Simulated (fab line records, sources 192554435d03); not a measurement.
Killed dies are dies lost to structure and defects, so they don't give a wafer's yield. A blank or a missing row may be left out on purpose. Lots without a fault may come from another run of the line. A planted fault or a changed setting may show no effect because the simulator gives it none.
Chamber matching | flow n5_finfet | N5_FIN_SAQP_SPACER2_ETCHBACK_29 on rie_diel-04: 4 sister chambers
The step etches SiO2 in CHF3/O2, target depth 12.2 nm, time 6.1 s. 7 wafers are shown with their chamber, then 7 later ones without.

WAFERS WITH THEIR CHAMBER
wafer  | chamber | drypump_motor_current_A (A) | rf_vpp_V (V)
L079.2 | 0       | 6.20                        | 543
L079.6 | 3       | 6.14                        | 529
L084.3 | 2       | 5.46                        | 503
L084.4 | 1       | 5.39                        | 539
L084.5 | 2       | 5.46                        | 503
L085.1 | 3       | 6.14                        | 528
L085.4 | 1       | 5.43                        | 538

WAFERS WITHOUT THEIR CHAMBER
wafer  | drypump_motor_current_A (A) | rf_vpp_V (V)
L085.5 | 6.20                        | 545
L087.1 | 5.40                        | 541
L087.4 | 6.12                        | 528
L087.5 | 6.22                        | 546
L095.1 | 6.13                        | 528
L095.4 | 5.41                        | 541
L095.5 | 6.13                        | 528

WHICH CHAMBER EACH WENT THROUGH
wafer  | from the rows above | in truth
L085.5 | 0                   | 0
L087.1 | 1                   | 1
L087.4 | 3                   | 3
L087.5 | 0                   | 0
L095.1 | 3                   | 3
L095.4 | 1                   | 1
L095.5 | 3                   | 3
Placed correctly: 7 of 7. Can't be placed from these rows: 0. Placed wrongly: 0.
How it was worked out, from the rows above alone: a wafer's distance from a chamber is the root of the sum, over the readings, of the square of ((its reading less the chamber's mean) divided by the reading's scatter). The wafer belongs to the nearest chamber; if the next one is less than 2 further off, it can't be placed. A chamber's mean is the mean of its shown wafers. The scatter: the root of (the sum of the squares of (reading less its chamber's mean) over the shown wafers, divided by (wafers less chambers)).
